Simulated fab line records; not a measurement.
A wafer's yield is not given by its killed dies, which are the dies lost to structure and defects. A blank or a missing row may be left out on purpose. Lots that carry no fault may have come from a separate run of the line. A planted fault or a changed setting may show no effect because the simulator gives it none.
The tool behind it: which one? | flow n5-finfet | 36 wafers from 12 lots sampled at 2 of the route's 1938 steps

== WHAT THE GAUGES READ, wafer by wafer ==
N5_BEOL_M1_OVL_MEAS_12.
lot  | measured     | on         | M1_OVL (nm)
L076 | day 6 19:28  | overlay-02 | -0.1 -0.8 0.9
L075 | day 7 11:10  | overlay-01 | -0.4 -0.9 -0.9
L079 | day 7 16:38  | overlay-02 | 0.5 0.7 -0.3
L081 | day 8 02:01  | overlay-01 | -0.6 -0.1 0.1
L083 | day 8 11:50  | overlay-01 | 0.3 -0.4 -0.2
L085 | day 9 03:07  | overlay-02 | 0.0 -0.6 0.3
L087 | day 9 10:23  | overlay-01 | -0.9 0.8 0.3
L089 | day 10 04:55 | overlay-01 | 0.7 1.2 1.7
L091 | day 10 13:09 | overlay-01 | -0.9 -0.4 0.6
L093 | day 10 21:28 | overlay-02 | -1.4 -0.9 -0.9
L095 | day 11 11:16 | overlay-02 | -0.6 0.1 1.1
L097 | day 12 01:50 | overlay-02 | 1.3 1.1 1.1

== TOOL THAT RAN EACH LOT (tool first, then ch and the chambers of the sampled wafers, then the start) ==
lot  | N5_BEOL_M1_PECVD_72
L076 | pecvd-02 ch 0,1,2, day 6 15:57
L075 | pecvd-02 ch 1,2, day 7 10:08
L079 | pecvd-04 ch 0,1, day 7 15:58
L081 | pecvd-03 ch 0,2, day 8 00:45
L083 | pecvd-03 ch 0,2, day 8 08:37
L085 | pecvd-04 ch 0,1,2, day 9 01:35
L087 | pecvd-04 ch 0,1,2, day 9 07:50
L089 | pecvd-02 ch 0,1,2, day 10 02:59
L091 | pecvd-03 ch 0,2, day 10 12:32
L093 | pecvd-04 ch 0,1,2, day 10 20:27
L095 | pecvd-02 ch 0,1, day 11 08:03
L097 | pecvd-03 ch 0,1,2, day 12 01:14
- N5_BEOL_M1_PECVD_72: deposits SiO2 from TEOS/O2, target thk 16 nm, time 18 s.

== THE ANSWER, worked out from the rows above alone ==
Rule: usual is defined by the lots themselves. Put in order of their means at a reading, lots are off if they are a third of the lots or fewer, leave a main group of 4 or more, and stand apart from it by a gap of 3 or more times the standard deviation of the main group's means; of several such gaps the widest counts. A main group is skipped when, at the precision printed for the reading in the tables above, its means are all equal. A lot without any number at a reading at which 4 lots or more have one is off too. Where the step has rows for the other lots, those lots are counted as sound.
No lot is off at any reading shown: from this, nothing can be told.

== WHAT THE SIMULATOR HAD INSERTED ==
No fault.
